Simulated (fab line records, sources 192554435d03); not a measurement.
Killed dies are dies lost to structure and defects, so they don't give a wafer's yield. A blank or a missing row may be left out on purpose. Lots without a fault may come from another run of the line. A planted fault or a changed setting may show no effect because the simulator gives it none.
fab line records | flow n5_finfet
record lots=5 wafers=15 last_day=17
route steps=1938 shown BEOL_M3@962 BEOL_M4@1111
lots that met no fault: from a run of the same line without faults
start_h: hours from the record's first day to the start of the lot's first wafer shown | wait_h: hours since the lot's step before | " the same as in the row above | L1.1+2: a row that stands for several wafers | - no value, or no start given | * or withheld: withheld | < > ~ a bound
route shown NAME@n: a module of which the file shows steps, and the number in the route of the first | usual: mean/standard deviation of fault-free wafers | same: alike in all rows | chamber/n: place in a boat | sites: the reading at each site | _std_site: their standard deviation | _edge_site: outer sites' mean less inner sites' | radius_mm: how far each site lies from the wafer's centre | mask NAME#n: copy n | behind: the tool/chamber that last shaped the wafer | hold: why the lot was held/for how many hours/how that ended | device: the transistor (n, p or np) that didn't switch | end of line: the same wafers' tests at the end of the route | a step without rows: its recipe alone | killed: dies lost to structure and defects at the first sort, not the wafer's yield | map: a wafer's dies, x killed, . not, _ none there
set.NAME: the setting as run; set.NAME@STEP: as run at that earlier step | model.NAME: the simulator's own value behind a step, which no gauge read
lots at some steps of the route; a table a step, a row a wafer
services: from which hour (start_h, from the record's first day; less than 0 if before it) a tool's chamber was out of use, for how many hours, and why
## steps
# step N5_BEOL_M3_SOFTBAKE_23
# recipe temp_c=110 time_s=60 resist=CAR-EUV
# step N5_BEOL_M3_EXPOSE_25
# recipe mask_id=V2 na=0.33 source_shape=quasar sigma_inner=0.2 sigma_outer=0.8 polarization=unpolarized defocus_nm=5 dose_mj=63
# step N5_BEOL_M3_PEB_26
# recipe peb_temp_c=100 peb_time_s=60 resist=CAR-EUV
# step N5_BEOL_M3_DEVELOP_27
# recipe develop_time_s=30 developer=TMAH resist=CAR-EUV rinse_liquid=surfactant_rinse dry=air_spin dev_temp_c=23
# step N5_BEOL_M3_DESCUM_33
# recipe chemistry=O2 time_s=7 source_power_w=50 bias_power_w=20 pressure_mtorr=20 rf_frequency_hz=2.712e+07 temp_c=40 resist=CAR-EUV o2_flow_sccm=225
# step N5_BEOL_M3_ETCH_77
# recipe chemistry=N2/H2 target=underlayer target_depth_a=65 mask_material=CAR-EUV time_s=5.2 ion_energy_ev=200 pressure_mtorr=30 source_w=840 bias_w=150 n2_flow_sccm=200 h2_flow_sccm=200 ends=cleared
# step N5_BEOL_M3_ETCH_69
# recipe chemistry=CF4 target=SiARC target_depth_a=156 mask_material=CAR-EUV time_s=26 ion_energy_ev=80 pressure_mtorr=40 source_w=545 bias_w=36 Ar_flow_sccm=100 cf4_flow_sccm=100 ends=cleared
# step N5_BEOL_M3_ALD_98
# recipe material=SiO2 target_thk_a=25 temp_c=100 ald_precursor_family=BDEAS ald_co_reactant=O2-plasma pulse_time_s=1 co_reactant_pulse_time_s=1 purge_time_s=2 co_reactant_purge_time_s=2 ald_cycles=17 pressure_torr=2
# step N5_BEOL_M3_ETCHBACK_99
# recipe chemistry=CHF3 target=SiO2 target_depth_a=50 time_s=10.4 source_w=215 bias_w=47 Ar_flow_sccm=200 CHF3_flow_sccm=12 ion_energy_ev=100 pressure_mtorr=30
# step N5_BEOL_M3_ETCH_70
# recipe chemistry=N2/H2 target=SOC target_depth_a=800 overetch_a=160 mask_material=SiARC temp_c=40 time_s=120 ion_energy_ev=200 pressure_mtorr=30 source_w=840 bias_w=150 n2_flow_sccm=200 h2_flow_sccm=200
# usual bias_w=150.0/0.46 drypump_motor_current_A=5.9/0.54 oes_product_au=0.59/0.073 rf_vpp_V=523.7/2.5 showerhead_plenum_p_Torr=2.53/0.088 throttle_valve_pct=17.8/0.33
# columns lot.wafer tool chamber start_h wait_h bias_w drypump_motor_current_A oes_product_au rf_hours_counter_h rf_vpp_V showerhead_plenum_p_Torr throttle_valve_pct model.SiARC_of_BEOL_M3_COAT_68.thk_nm
L681.1 rie_diel-01 2 198.72 0.0 157.0 5.7 0.54 241 539.7 2.48 18.2 5.6
L681.2 " 1 " " 157.2 6.6 0.53 230 537.5 2.40 17.5 6.4
L681.5 " 2 " " 157.0 5.7 0.54 - 539.9 2.48 18.2 5.6
L683.1 rie_diel-01 2 205.33 0.0 157.6 5.7 0.53 243 540.5 2.48 18.2 5.6
L683.5 " 1 " " 157.1 6.6 0.53 - 537.1 2.40 17.5 6.2
L683.6 " 0 " " 157.0 5.5 0.67 - 541.1 2.58 17.4 6
L685.1 rie_diel-01 3 216.50 0.0 156.9 6.6 0.55 181 542.2 2.65 18.2 5.6
L685.4 " 2 " " 157.0 5.7 0.53 247 538.5 2.48 18.2 5.6
L685.6 " 2 " " 157.4 5.7 0.53 - 540.5 2.48 18.2 5.6
L684.3 rie_diel-03 0 227.80 0.0 150.5 5.6 0.54 235 525.0 2.61 18.3 6.4
L684.4 " 3 " " 150.4 5.1 0.54 214 523.6 2.53 18.1 6.2
L684.6 " 0 " " 150.0 5.6 0.55 - 525.0 2.61 18.2 6.4
L693.1 rie_diel-01 3 277.61 0.0 150.7 6.6 0.54 202 524.5 2.64 18.2 6
L693.3 " 0 " " 149.7 5.6 0.64 62 525.0 2.57 17.5 6.4
L693.6 " 2 " " 150.1 5.7 0.75 - 520.4 2.47 17.7 5.8
# step N5_BEOL_M3_STRIP_71
# recipe chemistry=N2/H2 temp_c=40 n2_flow_sccm=200 h2_flow_sccm=200 rf_frequency_hz=6e+07
# step N5_BEOL_M4_RC_MEAS_101
# usual DIBL_N=36.0/2.5 DIBL_P=36.7/3 IOFF_N=0.16/0.043 IOFF_P=0.21/0.049 ION_N=673/15 ION_P=461/9.8 SS_N=71.5/0.83 SS_P=73.4/0.83 VT_N=250/4 VT_P=-251/4
# columns lot.wafer tool chamber start_h wait_h DIBL_N[mV/V] DIBL_P[mV/V] IOFF_N[nA/um] IOFF_P[nA/um] ION_N[uA/um] ION_P[uA/um] SS_N[mV/dec] SS_P[mV/dec] VT_N[mV] VT_P[mV]
L681.1 prober-01 0 216.05 0.0 37.5 38.8 0.17 0.23 670 458 71.5 75.1 251 -251
L681.2 " 0 " " 36.9 38.8 0.17 0.24 667 459 71.8 74.4 250 -251
L681.5 " 0 " " 39.3 41.0 0.22 0.28 674 459 72.5 74.8 250 -251
L683.1 prober-02 0 219.89 0.0 39.1 39.8 0.19 0.24 691 469 72.4 74.3 248 -252
L683.5 " 0 " " 38.5 39.3 0.18 0.24 677 461 72.4 74.1 252 -250
L683.6 " 0 " " 39.4 38.7 0.22 0.23 677 456 73.0 74.3 248 -251
L685.1 prober-02 0 237.10 0.0 33.9 30.8 0.12 0.19 673 472 70.8 72.6 253 -249
L685.4 " 0 " " 35.0 32.6 0.14 0.21 681 476 71.3 71.9 251 -246
L685.6 " 0 " " 36.0 34.2 0.14 0.22 673 465 71.1 73.1 250 -248
L684.3 prober-02 0 242.34 0.3 36.3 36.6 0.18 0.21 697 467 71.0 73.8 249 -252
L684.4 " 0 " " 39.4 39.3 0.20 0.24 678 457 72.8 74.5 248 -252
L684.6 " 0 " " 39.2 40.1 0.22 0.27 691 482 72.9 74.1 247 -249
L693.1 prober-01 0 295.98 0.0 36.8 37.8 0.19 0.24 669 461 71.8 73.0 247 -247
L693.3 " 0 " " 37.7 39.8 0.22 0.29 701 474 72.4 74.1 242 -244
L693.6 " 0 " " 35.7 35.9 0.17 0.21 662 451 72.0 73.8 248 -250
## services
# columns tool chamber start_h hours kind
rie_diel-01 3 218.89 5.0 repair
rie_diel-01 2 237.75 12.4 repair
rie_diel-03 2 244.14 - clean
rie_diel-03 2 244.14 - consumable_replace:focus_ring
rie_diel-03 2 244.14 16.8 scheduled_down
rie_diel-03 2 244.14 16.8 vent_cycle
rie_diel-01 2 250.55 - clean
rie_diel-01 2 250.55 - consumable_replace:focus_ring
rie_diel-01 2 250.55 18.5 scheduled_down
rie_diel-01 2 250.55 18.5 vent_cycle
rie_diel-01 1 269.04 - clean
rie_diel-01 1 269.04 - consumable_replace:focus_ring
rie_diel-01 1 269.04 - consumable_replace:showerhead
rie_diel-01 1 269.04 21.5 scheduled_down
rie_diel-01 1 269.04 21.5 vent_cycle
rie_diel-03 0 270.19 - clean
rie_diel-03 0 270.19 - consumable_replace:focus_ring
rie_diel-03 0 270.19 14.2 scheduled_down
rie_diel-03 0 270.19 14.2 vent_cycle
## key
first_sign step=N5_BEOL_M3_ETCH_70 reading=bias_w direction=up sigmas=15 usual=* struck=*
effect step=N5_BEOL_M3_ETCH_70 reading=rf_vpp_V direction=up sigmas=6.4 usual=523.7 struck=539.7
model_effect step=N5_BEOL_M3_ETCH_70 value=SiARC_of_BEOL_M3_COAT_68.thk_nm without=6.178 struck=5.8
met_at N5_BEOL_M3_ETCH_70
struck_wafers L681.1,L681.2,L681.5,L683.1,L683.5,L683.6,L685.1,L685.4,L685.6
fault kind=process_parameter_drift tool=rie_diel-01 chamber=- onset_h=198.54 steps=N5_BEOL_M3_ETCH_70 channel=bias_w offset=* shape=step end_h=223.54 acts_in=* stated=*
